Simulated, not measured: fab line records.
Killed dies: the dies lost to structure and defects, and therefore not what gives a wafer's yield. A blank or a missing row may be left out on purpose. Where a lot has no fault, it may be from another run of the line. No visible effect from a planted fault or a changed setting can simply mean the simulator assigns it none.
Matching of chambers | flow nand harc | NHARC_A_WL_FILL_ALD_19 on ald metal-01 has 4 sister chambers
The step deposits TiN, target thk 2 nm, pulse time 3 s, ald cycles 100. 4 wafers are shown with their chamber, then 9 later ones without.

## WAFERS PAIRED WITH THEIR CHAMBERS
wafer  | chamber | heater power w (W)
L083.3 | 1       | 1116
L086.6 | 3       | 986
L087.2 | 0       | 1121
L087.5 | 2       | 1005

## WAFERS WHOSE CHAMBER IS MISSING
wafer  | heater power w (W)
L088.2 | 1005
L088.3 | 1144
L088.6 | 1113
L089.2 | 1116
L089.3 | 1022
L089.4 | 1095
L096.1 | 1021
L096.3 | 1131
L096.5 | 1038

## THE CHAMBER EACH PASSED THROUGH
wafer  | from the rows above     | in truth
L088.2 | can't be placed: 2 or 3 | 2
L088.3 | can't be placed: 0 or 1 | 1
L088.6 | can't be placed: 1 or 0 | 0
L089.2 | can't be placed: 1 or 0 | 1
L089.3 | can't be placed: 2 or 3 | 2
L089.4 | can't be placed: 1 or 0 | 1
L096.1 | can't be placed: 2 or 3 | 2
L096.3 | can't be placed: 0 or 1 | 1
L096.5 | can't be placed: 2 or 3 | 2
Correct placement for 0 of the 9. From these rows, 9 cannot be placed; in 9 the true chamber is one of the candidates. Placed wrongly: 0.
How it was worked out, from the rows above alone: a wafer's distance from a chamber is the root of the sum, over the readings, of the square of ((its reading less the chamber's mean) divided by the reading's scatter). If the next closest chamber is less than 2 further off than the closest, the wafer can't be placed; otherwise it belongs to the closest. The mean given for a chamber averages the wafers shown for that chamber. The scatter: with one shown wafer a chamber, the root of the mean of the squares of how far each hidden wafer lies from its nearest shown one.
